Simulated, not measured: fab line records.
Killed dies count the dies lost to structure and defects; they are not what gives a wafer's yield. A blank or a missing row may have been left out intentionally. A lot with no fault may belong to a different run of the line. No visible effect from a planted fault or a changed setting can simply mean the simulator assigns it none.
fab line records	flow n5Finfet
[record] lots = 5	wafers = 15	lastDay = 15
route steps=1938 shown BEOL_M5@1148
lots that met no fault: from a run of the same line without faults
startH: start of the lot's first displayed wafer, in hours after the record's first day	waitH: hours from the lot's prior step to this one	" unchanged from the row above	L1.1+2: one row covering several wafers at once	- value missing, or start not given	* or withheld: withheld	< > ~ a bound
route shown NAME@n: NAME is a module with steps in the file, n the number in the route of the first one	usual: average and standard deviation across the fault-free wafers	same: alike in all rows	chamber/n: place in a boat	sites: readings site by site	_std_site: the standard deviation of these	_edge_site: outer sites' mean less inner sites'	radiusMm: how far each site lies from the wafer's centre	mask NAME#n: copy n	behind: the last tool/chamber to shape the wafer	hold: the reason the lot was held/the length of the hold in hours/how it ended	device: the transistor (n, p or np) that didn't switch	end of line: the same wafers' tests at the end of the route	for a step that has no rows: nothing shown but its recipe	killed: count of dies lost to structure and defects at first sort (not the wafer's yield)	map: the dies of a wafer, with x for killed, . for not killed, _ for no die there
set.NAME: the run value of the setting; set.NAME@STEP: its run value at that earlier step	model.NAME: the simulator's own value behind a step, which no gauge read
lots at some steps of the route; a table a step, a row a wafer
services: a tool's chamber out of use, with start hour (startH, from the record's first day; less than 0 if before it), hours out, and reason
[[steps]]
[step N5_BEOL_M5_CD_MEAS_28]
[recipe] targetCdNm = 30.6	landingEnergyEv = 500	detector = seInlens	targetCdYNm = 20	polarity = opening
[usual] cdNm = 30.59/0.23
lot.wafer	tool	chamber	startH	waitH	cdNm
L432.1	cdSem-03	0	210.84	-	30.96
L432.2	"	0	"	"	30.46
L432.3	"	0	"	"	30.22
L433.1	cdSem-01	0	217.01	-	30.37
L433.2	"	0	"	"	30.96
L433.6	"	0	"	"	30.67
L439.2	cdSem-03	0	250.55	-	30.82
L439.3	"	0	"	"	30.56
L439.5	"	0	"	"	30.62
L437.3	cdSem-01	0	250.84	-	30.45
L437.5	"	0	"	"	30.48
L437.6	"	0	"	"	30.88
L442.2	cdSem-03	0	272.87	-	30.36
L442.3	"	0	"	"	30.68
L442.4	"	0	"	"	30.99
[step N5_BEOL_M5_OVL_MEAS_29]
[recipe] pointsPerWafer = 522
[usual] V4_OVL = -0.2/0.72
lot.wafer	tool	chamber	startH	waitH	V4_OVL[nm]
L432.1	overlay-01	0	210.87	0.0	-0.9
L432.2	"	0	"	"	-0.1
L432.3	"	0	"	"	-0.5
L433.1	overlay-01	0	217.07	0.1	-0.2
L433.2	"	0	"	"	0.8
L433.6	"	0	"	"	0.4
L439.2	overlay-02	0	250.58	0.0	-1.4
L439.3	"	0	"	"	0.0
L439.5	"	0	"	"	-0.3
L437.3	overlay-01	0	250.88	0.0	-1.3
L437.5	"	0	"	"	-0.5
L437.6	"	0	"	"	0.4
L442.2	overlay-02	0	272.91	0.0	0.2
L442.3	"	0	"	"	-0.2
L442.4	"	0	"	"	1.3
[step N5_BEOL_M5_INSPECT_30]
[recipe] mode = adi	inspectInstrument = brightfield
[usual] rawDefectCount = 415/94
lot.wafer	tool	chamber	startH	waitH	rawDefectCount
L432.1	defectInspect-02	-	210.93	0.1	441
L432.2	"	-	"	"	466
L432.3	"	-	"	"	444
L433.1	defectInspect-02	-	217.13	0.1	346
L433.2	"	-	"	"	421
L433.6	"	-	"	"	523
L439.2	defectInspect-02	-	250.64	0.0	471
L439.3	"	-	"	"	388
L439.5	"	-	"	"	408
L437.3	defectInspect-02	-	250.93	0.0	412
L437.5	"	-	"	"	378
L437.6	"	-	"	"	445
L442.2	defectInspect-02	-	272.96	0.0	394
L442.3	"	-	"	"	426
L442.4	"	-	"	"	369
[step N5_BEOL_M5_DESCUM_33]
[recipe] chemistry = O2	timeS = 7	sourcePowerW = 50	biasPowerW = 20	pressureMtorr = 20	rfFrequencyHz = 2.712e+07	tempC = 40	resist = CAR-EUV	o2FlowSccm = 225
[step N5_BEOL_M5_ETCH_75]
[recipe] chemistry = N2/H2	target = underlayer	targetDepthA = 65	maskMaterial = CAR-EUV	timeS = 5.2	ionEnergyEv = 200	pressureMtorr = 30	sourceW = 840	biasW = 150	n2FlowSccm = 200	h2FlowSccm = 200	ends = cleared
[step N5_BEOL_M5_ETCH_67]
[recipe] chemistry = CF4	target = SiARC	targetDepthA = 156	maskMaterial = CAR-EUV	timeS = 26	ionEnergyEv = 80	pressureMtorr = 40	sourceW = 545	biasW = 36	Ar_flow_sccm = 100	cf4FlowSccm = 100	ends = cleared
[step N5_BEOL_M5_ETCH_68]
[recipe] chemistry = N2/H2	target = SOC	targetDepthA = 800	overetchA = 160	maskMaterial = SiARC	tempC = 40	timeS = 120	ionEnergyEv = 200	pressureMtorr = 30	sourceW = 840	biasW = 150	n2FlowSccm = 200	h2FlowSccm = 200
[step N5_BEOL_M5_STRIP_69]
[recipe] chemistry = N2/H2	tempC = 40	n2FlowSccm = 200	h2FlowSccm = 200	rfFrequencyHz = 6e+07
[step N5_BEOL_M5_STRIP_76]
[recipe] chemistry = N2/H2	tempC = 40	n2FlowSccm = 200	h2FlowSccm = 200	rfFrequencyHz = 6e+07
[step N5_BEOL_M5_VIA_ETCH_34]
[recipe] chemistry = C4F6/O2	target = SiCOH_lowk	targetDepthA = 883	maskMaterial = SOC	taperDeg = 4	timeS = 39.2	ionEnergyEv = 250	pressureMtorr = 30	sourceW = 345	biasW = 185	Ar_flow_sccm = 300	C4F6_flow_sccm = 10	O2_flow_sccm = 10
[usual] drypumpMotorCurrentA = 5.7/0.52	oesProductAu = 0.79/0.08	rfVppV = 660/15	showerheadPlenumPTorr = 2.83/0.11	throttleValvePct = 20.77/0.23
lot.wafer	tool	chamber	startH	waitH	drypumpMotorCurrentA	oesProductAu	rfHoursCounterH	rfVppV	showerheadPlenumPTorr	throttleValvePct
L432.1	rieDiel-01	1	211.22	0.0	5.8	0.85	50	673	2.89	20.92
L432.2	"	0	"	"	4.9	0.85	68	642	2.87	20.86
L432.3	"	2	"	"	5.0	0.68	242	670	2.79	21.31
L433.1	rieDiel-05	1	217.34	0.0	6.1	0.82	70	663	2.98	20.55
L433.2	"	0	"	"	5.6	0.75	130	637	2.64	20.88
L433.6	"	1	"	"	6.1	0.82	-	663	2.98	20.55
L439.2	rieDiel-05	3	250.92	0.0	5.8	0.69	232	682	2.92	20.61
L439.3	"	2	"	"	6.7	0.80	123	664	2.94	20.29
L439.5	"	0	"	"	5.6	0.76	-	636	2.64	20.88
L437.3	rieDiel-01	0	251.33	0.0	4.9	0.83	84	642	2.86	20.88
L437.5	"	1	"	"	5.8	0.83	-	676	2.88	20.93
L437.6	"	0	"	"	4.9	0.83	-	643	2.86	20.88
L442.2	rieDiel-03	0	273.17	0.0	5.9	0.71	192	686	2.83	21.05
L442.3	"	1	"	"	6.1	0.85	72	668	2.75	20.69
L442.4	"	3	"	"	5.4	0.96	1	645	2.91	20.47
[step N5_BEOL_M5_STRIP_85]
[recipe] chemistry = C4F6/O2	resist = SiARC	rfFrequencyHz = 6e+07
[step N5_BEOL_M5_STRIP_36]
[recipe] chemistry = N2/H2	powerW = 450	tempC = 40	pressureMtorr = 20	rfFrequencyHz = 6e+07	overashFraction = 0.3	biasPowerW = 7	h2Frac = 0.5	n2FlowSccm = 200	h2FlowSccm = 200
[step N5_BEOL_M5_TRENCH_ETCH_37]
[recipe] chemistry = C4F6/O2	targetDepthA = 716.52	target = SiCOH_lowk	timeS = 24.7	ionEnergyEv = 250	pressureMtorr = 30	sourceW = 345	biasW = 185	Ar_flow_sccm = 300	C4F6_flow_sccm = 10	O2_flow_sccm = 10
[usual] drypumpMotorCurrentA = 5.7/0.53	oesProductAu = 0.79/0.08	rfVppV = 660/15	showerheadPlenumPTorr = 2.83/0.11	throttleValvePct = 20.80/0.23
lot.wafer	tool	chamber	startH	waitH	drypumpMotorCurrentA	oesProductAu	rfHoursCounterH	rfVppV	showerheadPlenumPTorr	throttleValvePct	model.BEOL_M5.featureDepthNm	model.etch.depthNm
L432.1	rieDiel-01	1	211.30	-	5.9	0.86	50	674	2.89	20.95	73.4	73.44
L432.2	"	0	"	"	4.9	0.86	68	643	2.87	20.90	71.8	71.86
L432.3	"	2	"	"	5.0	0.68	242	670	2.79	21.36	69.4	69.35
L433.1	rieDiel-05	1	217.43	-	6.1	0.82	70	660	2.98	20.61	71	71.1
L433.2	"	0	"	"	5.6	0.76	130	637	2.64	20.91	72.8	72.7
L433.6	"	1	"	"	6.1	0.82	-	660	2.98	20.59	70.6	70.69
L439.2	rieDiel-05	3	251.00	-	5.8	0.70	232	679	2.92	20.65	71	70.96
L439.3	"	2	"	"	6.8	0.80	123	663	2.94	20.33	72.6	72.5
L439.5	"	0	"	"	5.6	0.75	-	636	2.64	20.91	72.4	72.39
L437.3	rieDiel-01	0	251.42	-	4.9	0.86	84	641	2.86	20.94	76	75.93
L437.5	"	1	"	"	5.8	0.84	-	675	2.88	20.97	73	73.02
L437.6	"	0	"	"	4.9	0.87	-	642	2.86	20.94	76.4	76.34
L442.2	rieDiel-03	0	273.26	-	6.0	0.71	192	685	2.83	21.09	69.6	69.59
L442.3	"	1	"	"	6.1	0.85	72	670	2.75	20.74	72.6	72.69
L442.4	"	3	"	"	5.4	0.98	2	647	2.91	20.53	72.2	72.19
[step N5_BEOL_M5_ETCH_41]
[recipe] chemistry = CH3F/O2	target = SiCN	targetDepthA = 315	taperDeg = 2	timeS = 56.7	ionEnergyEv = 120	maskMaterial = TiN	pressureMtorr = 30	sourceW = 395	biasW = 75	Ar_flow_sccm = 150	CH3F_flow_sccm = 30	O2_flow_sccm = 20
[step N5_BEOL_M5_STRIP_91]
[recipe] chemistry = N2/H2	timeS = 10	powerW = 450	tempC = 40	pressureMtorr = 20	rfFrequencyHz = 6e+07	biasPowerW = 7	n2FlowSccm = 200	h2FlowSccm = 200
[step N5_BEOL_M5_OCD_MEAS_38]
[usual] trenchDepthNm = 71.4/1.2
lot.wafer	tool	chamber	startH	waitH	trenchDepthNm
L432.1	ocd-02	-	211.46	-	73.1
L432.2	"	-	"	"	71.6
L432.3	"	-	"	"	69.0
L433.1	ocd-01	-	217.58	-	70.9
L433.2	"	-	"	"	73.0
L433.6	"	-	"	"	70.9
L439.2	ocd-02	-	251.16	-	71.3
L439.3	"	-	"	"	72.5
L439.5	"	-	"	"	72.2
L437.3	ocd-01	-	251.57	-	76.2
L437.5	"	-	"	"	72.9
L437.6	"	-	"	"	76.3
L442.2	ocd-01	-	273.41	-	69.4
L442.3	"	-	"	"	72.5
L442.4	"	-	"	"	71.9
[step N5_BEOL_M5_HM_STRIP_39]
[recipe] chemistry = peroxideTinStrip	material = TiN	targetDepthA = 250	tempC = 50	timeS = 158
[step N5_BEOL_M5_SRD_40]
[recipe] timeS = 30	tempC = 23	rinseLiquid = diw	dry = ipaMarangoni
[step N5_BEOL_M5_PRECLEAN_42]
[recipe] chemistry = residueRemover	timeS = 60	tempC = 40
[step N5_BEOL_M5_SRD_43]
[recipe] timeS = 30	tempC = 23	rinseLiquid = diw	dry = ipaMarangoni
[step N5_BEOL_M5_CD_MEAS_35]
[recipe] targetCdNm = 28	targetCdYNm = 24	polarity = opening
[usual] cdNm = 28.0/0.36
lot.wafer	tool	chamber	startH	waitH	cdNm
L432.1	cdSem-03	-	211.61	0.0	27.9
L432.2	"	-	"	"	28.8
L432.3	"	-	"	"	27.9
L433.1	cdSem-01	-	217.73	0.0	27.7
L433.2	"	-	"	"	27.1
L433.6	"	-	"	"	27.7
L439.2	cdSem-02	-	251.31	0.0	28.7
L439.3	"	-	"	"	27.7
L439.5	"	-	"	"	28.0
L437.3	cdSem-03	-	251.73	0.0	28.1
L437.5	"	-	"	"	27.7
L437.6	"	-	"	"	27.9
L442.2	cdSem-02	-	273.56	0.0	28.2
L442.3	"	-	"	"	27.8
L442.4	"	-	"	"	28.2
[step N5_BEOL_M5_CURE_80]
[recipe] tempC = 370	timeS = 120	ambient = DMADMS/He	material = SiCOH_lowk
[step N5_BEOL_M5_DEGAS_44]
[recipe] ambient = vacuum	tempC = 250	timeS = 60
[usual] heaterPowerW = 329/25
lot.wafer	tool	chamber	startH	waitH	heaterPowerW
L432.1	pvdSputter-01	-	212.83	0.6	320
L432.2	"	-	"	"	286
L432.3	"	-	"	"	352
L433.1	pvdSputter-01	-	218.57	0.3	326
L433.2	"	-	"	"	353
L433.6	"	-	"	"	323
L439.2	pvdSputter-01	-	252.45	1.0	350
L439.3	"	-	"	"	357
L439.5	"	-	"	"	295
L437.3	pvdSputter-02	-	252.78	0.7	351
L437.5	"	-	"	"	354
L437.6	"	-	"	"	292
L442.2	pvdSputter-03	-	274.18	0.5	307
L442.3	"	-	"	"	357
L442.4	"	-	"	"	360
[step N5_BEOL_M5_PRE_CLEAN_45]
[recipe] gas = H2/He	timeS = 30	tempC = 250
[step N5_BEOL_M5_ALD_86]
[recipe] material = TaN	targetThkA = *	tempC = 275	aldPrecursorFamily = PDMAT	aldCoReactant = NH3	pressureTorr = 3	carrierFlowSccm = 1500	pulseTimeS = 2	purgeTimeS = 3	coReactantPurgeTimeS = 2	coReactantPulseTimeS = 3	aldCycles = 30	precursorVesselTempC = 75	precursorVesselPressureTorr = 26.25	precursorVesselCarrierSccm = 1000
[step N5_BEOL_M5_SURFACE_TREAT_87]
[recipe] gas = Ar	timeS = *	ionEnergyEv = *	ionCurrentMaCm2 = 0.5	pressureMtorr = *	arFlowSccm = 30
[usual] throttleValvePct = *
lot.wafer	tool	chamber	startH	waitH	throttleValvePct
L432.1	pvdSputter-01	-	213.25	0.2	*
L432.2	"	-	"	"	*
L432.3	"	-	"	"	*
L433.1	pvdSputter-01	-	219.07	0.2	*
L433.2	"	-	"	"	*
L433.6	"	-	"	"	*
L439.2	pvdSputter-01	-	252.79	0.1	*
L439.3	"	-	"	"	*
L439.5	"	-	"	"	*
L437.3	pvdSputter-03	-	253.11	0.1	*
L437.5	"	-	"	"	*
L437.6	"	-	"	"	*
L442.2	pvdSputter-02	-	274.51	0.1	*
L442.3	"	-	"	"	*
L442.4	"	-	"	"	*
[step N5_BEOL_M5_CVD_47]
[recipe] material = Co	targetThkA = 30	tempC = withheld	precursor = CCTBA/H2	pressureTorr = 30	timeS = 216
[step N5_BEOL_M5_SPUTTER_48]
[recipe] material = Cu	targetThkA = 150	tempC = -20	chamberPressurePa = 0.07	powerW = withheld	timeS = 27.62
[step N5_BEOL_M5_ANNEAL_49]
[recipe] tempC = 400	timeS = 1800	ambient = vacuum
[step N5_BEOL_M5_SPUTTER_81]
[recipe] material = Cu	targetThkA = 150	tempC = -20	chamberPressurePa = 0.07	powerW = withheld	timeS = 27.62
[step N5_BEOL_M5_ANNEAL_82]
[recipe] tempC = 400	timeS = 1800	ambient = vacuum
[step N5_BEOL_M5_SPUTTER_83]
[recipe] material = Cu	targetThkA = 150	tempC = -20	chamberPressurePa = 0.07	powerW = withheld	timeS = 27.62
[step N5_BEOL_M5_ANNEAL_84]
[recipe] tempC = 400	timeS = 1800	ambient = vacuum
[step N5_BEOL_M5_SPUTTER_88]
[recipe] material = Cu	targetThkA = 150	tempC = -20	chamberPressurePa = 0.07	powerW = withheld	timeS = 27.62
[usual] throttleValvePct = 29.5/1.1
lot.wafer	tool	chamber	startH	waitH	throttleValvePct
L432.1	pvdSputter-01	-	216.79	0.5	29.6
L432.2	"	-	"	"	28.7
L432.3	"	-	"	"	27.6
L433.1	pvdSputter-03	-	222.70	0.5	30.2
L433.2	"	-	"	"	29.1
L433.6	"	-	"	"	32.1
L439.2	pvdSputter-01	-	256.27	0.5	28.9
L439.3	"	-	"	"	29.6
L439.5	"	-	"	"	29.6
L437.3	pvdSputter-02	-	256.61	0.5	28.5
L437.5	"	-	"	"	28.7
L437.6	"	-	"	"	28.6
L442.2	pvdSputter-03	-	278.22	0.5	29.8
L442.3	"	-	"	"	28.7
L442.4	"	-	"	"	30.2
[step N5_BEOL_M5_ANNEAL_89]
[recipe] tempC = 400	timeS = 1800	ambient = vacuum
[step N5_BEOL_M5_SPUTTER_90]
[recipe] material = Cu	targetThkA = 45	tempC = -20	chamberPressurePa = 0.07	powerW = withheld	timeS = 8.29
[step N5_BEOL_M5_ECD_50]
[recipe] material = Cu	targetThkA = 3000
[step N5_BEOL_M5_ANNEAL_51]
[recipe] tempC = 225	timeS = 90	ambient = N2
[usual] annealTempC = 224.97/0.18	wafer_temp_C_max = 226.18/0.28
lot.wafer	tool	chamber	startH	waitH	annealTempC	wafer_temp_C_max
L432.1	rtpAnneal-02	0	218.62	0.6	224.86	226.37
L432.2	"	0	"	"	224.92	226.34
L432.3	"	0	"	"	225.24	225.75
L433.1	rtpAnneal-01	0	224.19	0.3	225.12	225.75
L433.2	"	0	"	"	225.38	226.42
L433.6	"	0	"	"	225.30	226.53
L439.2	rtpAnneal-01	0	257.61	0.1	224.72	226.46
L439.3	"	0	"	"	224.62	226.27
L439.5	"	0	"	"	224.87	226.34
L437.3	rtpAnneal-02	0	257.99	0.1	224.81	225.65
L437.5	"	0	"	"	224.84	225.51
L437.6	"	0	"	"	224.88	225.92
L442.2	rtpAnneal-02	0	280.48	0.9	225.18	226.03
L442.3	"	0	"	"	225.09	226.06
L442.4	"	0	"	"	225.11	225.84
[step N5_BEOL_M5_CMP_52]
[recipe] stopOn = SiCOH_lowk	tOverpolishS = 6.9	downForcePsi = 1	platenRpm = 50	clearingPlatenDownForcePsi = 1.5	clearingPlatenRpm = 50	postCmpClean = cuAlkaline	targetThkNm = 62	clearingPlatenPadVelocityMS = 0.99484	padVelocityMS = 0.99484
[usual] barrierFieldEndpointS = 24.6/0.71	motorCurrentA = 6.1/0.61	overpolishRunS = 6.899/0.01	timeToEndpointS = 61/3.8
lot.wafer	tool	chamber	startH	waitH	barrierFieldEndpointS	motorCurrentA	overpolishRunS	timeToEndpointS	model.Cu_of_BEOL_M5_ECD_50.thkNm
L432.3	cmp-02	3	218.92	0.2	25.2	6.1	6.896	65	60.4
L432.1	"	1	"	"	23.9	4.8	6.913	59	62
L432.2	"	2	"	"	24.0	5.2	6.913	62	61.4
L433.2	cmp-04	1	224.76	0.4	24.4	6.4	6.895	58	63.2
L433.1	"	2	"	"	23.9	5.6	6.901	56	61.8
L433.6	"	2	"	"	23.9	5.8	6.901	58	61.4
L439.3	cmp-04	1	257.94	0.2	24.0	6.0	6.926	59	62.2
L439.2	"	2	"	"	24.0	5.7	6.911	56	61.2
L439.5	"	3	"	"	24.0	6.8	6.893	58	62.8
L437.3	cmp-02	2	258.31	0.3	24.6	5.5	6.878	67	68.2
L437.5	"	3	"	"	25.0	6.3	6.893	66	64.4
L437.6	"	0	"	"	24.7	6.1	6.886	64	66.2
L442.4	cmp-01	0	280.74	0.1	23.7	5.4	6.882	58	60.6
L442.2	"	1	"	"	23.3	6.0	6.895	57	57.6
L442.3	"	3	"	"	24.0	5.5	6.908	63	63.8
[step N5_BEOL_M5_THK_MEAS_53]
[recipe] thkMeasGauge = xrf	reads = Cu_of_BEOL_M5_ECD_50
[usual] M5_THK = 62.1/1.8
lot.wafer	tool	chamber	startH	waitH	M5_THK[nm]
L432.1	filmMetro-01	-	219.21	-	62.4
L432.2	"	-	"	"	61.3
L432.3	"	-	"	"	60.3
L433.1	filmMetro-01	-	225.05	-	62.0
L433.2	"	-	"	"	63.7
L433.6	"	-	"	"	61.9
L439.2	filmMetro-02	-	258.16	-	62.1
L439.3	"	-	"	"	63.1
L439.5	"	-	"	"	63.3
L437.3	filmMetro-02	-	258.49	-	68.9
L437.5	"	-	"	"	64.8
L437.6	"	-	"	"	67.1
L442.2	filmMetro-02	-	281.03	-	58.8
L442.3	"	-	"	"	64.7
L442.4	"	-	"	"	61.9
[step N5_BEOL_M5_PRE_CLEAN_77]
[recipe] gas = NH3/H2	timeS = 15	tempC = *	rfPowerW = 300
[step N5_BEOL_M5_CO_CAP_78]
[recipe] material = Co	targetThkA = 20	tempC = 200	precursor = CCTBA/H2	pressureTorr = 30	timeS = 102.1
[step N5_BEOL_M5_RS_MEAS_57]
[recipe] thkMeasGauge = four-point-probe	reads = Co_of_BEOL_M5_CO_CAP_78+Cu_of_BEOL_M5_ECD_50+Co_of_BEOL_M5_CVD_47+TaN_of_BEOL_M5_ALD_86
[usual] M5_RS = 0.390/0.013
lot.wafer	tool	chamber	startH	waitH	M5_RS[ohm/sq]
L432.1	filmMetro-01	-	219.47	0.0	0.387
L432.2	"	-	"	"	0.391
L432.3	"	-	"	"	0.399
L433.1	filmMetro-01	-	225.31	0.0	0.389
L433.2	"	-	"	"	0.377
L433.6	"	-	"	"	0.391
L439.2	filmMetro-01	-	258.42	0.1	0.392
L439.3	"	-	"	"	0.385
L439.5	"	-	"	"	0.381
L437.3	filmMetro-01	-	258.75	0.1	0.346
L437.5	"	-	"	"	0.369
L437.6	"	-	"	"	0.357
L442.2	filmMetro-01	-	281.29	0.1	0.422
L442.3	"	-	"	"	0.374
L442.4	"	-	"	"	0.397
[[services]]
tool	chamber	startH	hours	kind
cmp-04	-	187.98	1.9	repair
cmp-02	-	188.39	11.7	pm
rieDiel-01	-	191.85	2.8	pm
cmp-02	-	200.59	4.0	pm
cmp-02	-	204.59	-	consumableReplace:conditioner
cmp-02	-	204.59	-	consumableReplace:pad
rieDiel-01	3	211.88	14.8	repair
rieDiel-01	2	230.42	-	clean
rieDiel-01	2	230.42	-	consumableReplace:focusRing
rieDiel-01	2	230.42	13.2	scheduledDown
rieDiel-01	2	230.42	13.2	ventCycle
rieDiel-03	3	232.01	2.0	repair
cmp-02	-	237.54	0.3	repair
rieDiel-03	3	245.09	-	clean
rieDiel-03	3	245.09	-	consumableReplace:focusRing
rieDiel-03	3	245.09	17.9	scheduledDown
rieDiel-03	3	245.09	17.9	ventCycle
cmp-01	-	246.07	4.0	pm
cmp-01	-	250.07	-	consumableReplace:conditioner
cmp-01	-	250.07	-	consumableReplace:pad
rieDiel-03	3	266.40	4.3	repair
cmp-01	-	266.75	7.0	pm
cmp-01	-	275.51	1.6	repair
[[key]]
[firstSign] step = N5_BEOL_M5_OCD_MEAS_38	reading = trenchDepthNm	direction = up	sigmas = 4.1	usual = 71.4	struck = 76.2
[effect] step = N5_BEOL_M5_THK_MEAS_53	reading = M5_THK	direction = up	sigmas = 3.3	usual = 62.1	struck = 68.0
[effect] step = N5_BEOL_M5_RS_MEAS_57	reading = M5_RS	direction = down	sigmas = 2.9	usual = 0.390	struck = 0.351
[modelEffect] step = N5_BEOL_M5_TRENCH_ETCH_37	value = BEOL_M5.featureDepthNm	without = 71.9	struck = 76.2
[modelEffect] step = N5_BEOL_M5_CMP_52	value = Cu_of_BEOL_M5_ECD_50.thkNm	without = 62.9	struck = 67.2
metAt N5_BEOL_M5_TRENCH_ETCH_37
struckWafers L437.3,L437.6
onsetBetween 211.30 251.42
[fault] kind = processParameterDrift	tool = rieDiel-01	chamber = 0	onsetH = 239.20	steps = N5_BEOL_M5_TRENCH_ETCH_37	channel = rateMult	offset = 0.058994	shape = step	endH = 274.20
